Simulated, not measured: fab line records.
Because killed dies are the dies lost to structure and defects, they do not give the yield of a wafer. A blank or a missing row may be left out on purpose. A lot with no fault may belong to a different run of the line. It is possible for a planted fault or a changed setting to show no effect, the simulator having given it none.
Matching of chambers :: flow nand-harc :: 4 sister chambers for NHARC_A_WL_FILL_ALD_00 on ald-hk-04
The step deposits Al2O3, target thk 3 nm, pulse time 3 s, ald cycles 30. 20 wafers are shown with their chamber, then 10 later ones without.

== WAFERS WITH THEIR CHAMBER ==
wafer: L078.1
chamber: 0
heater-power-w (W): 544
precursor-pulse-height-rel: 0.975

wafer: L078.2
chamber: 3
heater-power-w (W): 422
precursor-pulse-height-rel: 0.986

wafer: L078.5
chamber: 0
heater-power-w (W): 541
precursor-pulse-height-rel: 1.020

wafer: L077.4
chamber: 1
heater-power-w (W): 482
precursor-pulse-height-rel: 1.021

wafer: L077.5
chamber: 0
heater-power-w (W): 547
precursor-pulse-height-rel: 1.001

wafer: L077.6
chamber: 3
heater-power-w (W): 422
precursor-pulse-height-rel: 1.023

wafer: L079.2
chamber: 2
heater-power-w (W): 519
precursor-pulse-height-rel: 0.998

wafer: L079.3
chamber: 3
heater-power-w (W): 446
precursor-pulse-height-rel: 0.992

wafer: L079.6
chamber: 2
heater-power-w (W): 492
precursor-pulse-height-rel: 1.015

wafer: L081.1
chamber: 2
heater-power-w (W): 501
precursor-pulse-height-rel: 0.972

wafer: L081.3
chamber: 0
heater-power-w (W): 534
precursor-pulse-height-rel: 1.024

wafer: L081.5
chamber: 0
heater-power-w (W): 543
precursor-pulse-height-rel: 1.016

wafer: L082.1
chamber: 3
heater-power-w (W): 429
precursor-pulse-height-rel: 0.990

wafer: L082.2
chamber: 1
heater-power-w (W): 476
precursor-pulse-height-rel: 1.035

wafer: L082.4
chamber: 2
heater-power-w (W): 497
precursor-pulse-height-rel: 1.047

wafer: L087.2
chamber: 2
heater-power-w (W): 515
precursor-pulse-height-rel: 1.040

wafer: L087.3
chamber: 0
heater-power-w (W): 555
precursor-pulse-height-rel: 1.011

wafer: L087.5
chamber: 1
heater-power-w (W): 471
precursor-pulse-height-rel: 0.992

wafer: L088.2
chamber: 2
heater-power-w (W): 508
precursor-pulse-height-rel: 1.006

wafer: L088.3
chamber: 1
heater-power-w (W): 467
precursor-pulse-height-rel: 0.969

SIGNATURES (averages over the wafers above)
reading: heater-power-w
chamber 0: 544.00
chamber 1: 474.00
chamber 2: 505.33
chamber 3: 429.75
scatter within a chamber: 9.03

reading: precursor-pulse-height-rel
chamber 0: 1.00783
chamber 1: 1.00425
chamber 2: 1.01300
chamber 3: 0.99775
scatter within a chamber: 0.0236
Rule: a wafer lies at a distance from a chamber equal to the root of the sum of squares, over the readings, of (its reading less the chamber's mean, divided by the reading's scatter). If the next closest chamber is less than 2 further off than the closest, the wafer can't be placed; otherwise it belongs to the closest. How the scatter is found: for the shown wafers, subtract from each reading the mean of its chamber, square and add these, divide the total by (wafers less chambers), then take the root.

== WAFERS MISSING THEIR CHAMBER ==
wafer: L088.6
heater-power-w (W): 562
precursor-pulse-height-rel: 0.984

wafer: L091.2
heater-power-w (W): 507
precursor-pulse-height-rel: 0.995

wafer: L091.5
heater-power-w (W): 444
precursor-pulse-height-rel: 1.031

wafer: L091.6
heater-power-w (W): 514
precursor-pulse-height-rel: 0.985

wafer: L092.1
heater-power-w (W): 517
precursor-pulse-height-rel: 1.002

wafer: L092.4
heater-power-w (W): 450
precursor-pulse-height-rel: 1.020

wafer: L092.5
heater-power-w (W): 505
precursor-pulse-height-rel: 1.002

wafer: L096.1
heater-power-w (W): 457
precursor-pulse-height-rel: 1.017

wafer: L096.3
heater-power-w (W): 520
precursor-pulse-height-rel: 1.020

wafer: L096.5
heater-power-w (W): 524
precursor-pulse-height-rel: 1.020

== CHAMBER TAKEN BY EACH ==
wafer: L088.6
from the rows above: 0
in truth: 0

wafer: L091.2
from the rows above: 2
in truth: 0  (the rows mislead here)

wafer: L091.5
from the rows above: can't be placed: 3 or 1
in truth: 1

wafer: L091.6
from the rows above: can't be placed: 2 or 0
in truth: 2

wafer: L092.1
from the rows above: can't be placed: 2 or 0
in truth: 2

wafer: L092.4
from the rows above: can't be placed: 3 or 1
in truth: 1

wafer: L092.5
from the rows above: 2
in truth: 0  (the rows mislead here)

wafer: L096.1
from the rows above: can't be placed: 1 or 3
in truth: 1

wafer: L096.3
from the rows above: can't be placed: 2 or 0
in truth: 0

wafer: L096.5
from the rows above: can't be placed: 2 or 0
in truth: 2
Placed correctly: 1 of 10. From these rows, 7 cannot be placed; in 7 the true chamber is one of the candidates. Wrongly placed: 2.
